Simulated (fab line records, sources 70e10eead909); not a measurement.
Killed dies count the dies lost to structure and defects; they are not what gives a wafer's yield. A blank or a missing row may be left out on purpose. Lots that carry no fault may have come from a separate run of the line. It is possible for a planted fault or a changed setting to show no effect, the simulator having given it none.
Problem report, 8D (eight disciplines) form, completed by code :: flow nand_harc :: the parts of the form that need people (team, actions taken, sign-off) are left out

1. WHAT WENT WRONG
Mean of heater_power_total_W at NHARC_P_M1_SOFTBAKE_04: 201.27 W across 6 wafers in 2 lots; on wafers with no fault it is 188.46 W (standard deviation 0.15). Measured from the usual mean, that is +85 standard deviations.
The step: time 55 s.
First observed at day 9 04:00: wafer L123.2, on litho_track-04. Wafers with a number at this step in the record: 39, from 13 lots. Rule for "out", or "out of limits": more than 4 standard deviations from the usual mean. The other wafers with a number count as sound.

2. WHAT IT IS; WHAT IT IS NOT
question: which readings at this step
is: heater_power_total_W, plate_temp_C
is not: -

question: which lots
is: L123, L128
is not: L112, L114, L116, L117, L118, L127, L129, L130, L132, L133, L135

question: which wafers of those lots
is: all that have a number
is not: -

question: read on which tools
is: litho_track-04
is not: litho_track-01, litho_track-06

question: when
is: from day 9 04:00
is not: up to then (15 sound wafers); but 18 sound wafers of L127, L129, L130, L132, L133, L135 came after

3. WHAT RULES OUT EACH SUSPECT
Counting: a tool at a process step up to the reading stays a suspect if it ran every lot that is out and no sound lot after the first of them.
- litho_track-04 at NHARC_P_M1_SOFTBAKE_04 (time 55 s): kept. Every lot that is out went through it, starting with L123 (day 9 04:00), and after that it ran no sound lot; the last sound lot it ran before then is L117 (day 7 12:00). Out on those wafers are its own readings of heater_power_total_W, plate_temp_C.
After counting, what remains is litho_track-04 at NHARC_P_M1_SOFTBAKE_04.

4. THE CAUSE (what the simulator had put in)
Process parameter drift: litho_track-04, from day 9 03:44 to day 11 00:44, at NHARC_P_M1_SOFTBAKE_04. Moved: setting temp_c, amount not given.
Only this tool survived the counting.

5. THE CHAIN OF EFFECTS, in route order
Rows list readings where the struck wafers' mean (over those with a number) sits beyond 3 standard deviations from the usual. Only readings whose record carries a usual standard deviation are examined. hours: median over the lots of the time between each lot's start at the first step of this table that gives one and its start at this step. sigmas: the change, counted in usual standard deviations.
hours: 0
step: NHARC_P_M1_SOFTBAKE_04
reading: heater_power_total_W
usual: 188.46 W
on struck wafers: 201.27
change: +12.81
sigmas: +85

hours: 0
step: NHARC_P_M1_SOFTBAKE_04
reading: plate_temp_C
usual: 105.01 C
on struck wafers: 110.12
change: +5.11
sigmas: +34
Here are the process steps it includes:
- NHARC_P_M1_SOFTBAKE_04: time 55 s.
At these later measuring or inspecting steps, every struck wafer for which the step has a row has a number for every such reading, and none has moved that far: NHARC_P_M1_OVL_MEAS_10, NHARC_END_SORT_01.

6. HOW IT WOULD HAVE BEEN CAUGHT EARLIER
First out-of-limits reading in this record: day 9 04:00, which is 0 hours after fault onset at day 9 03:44.
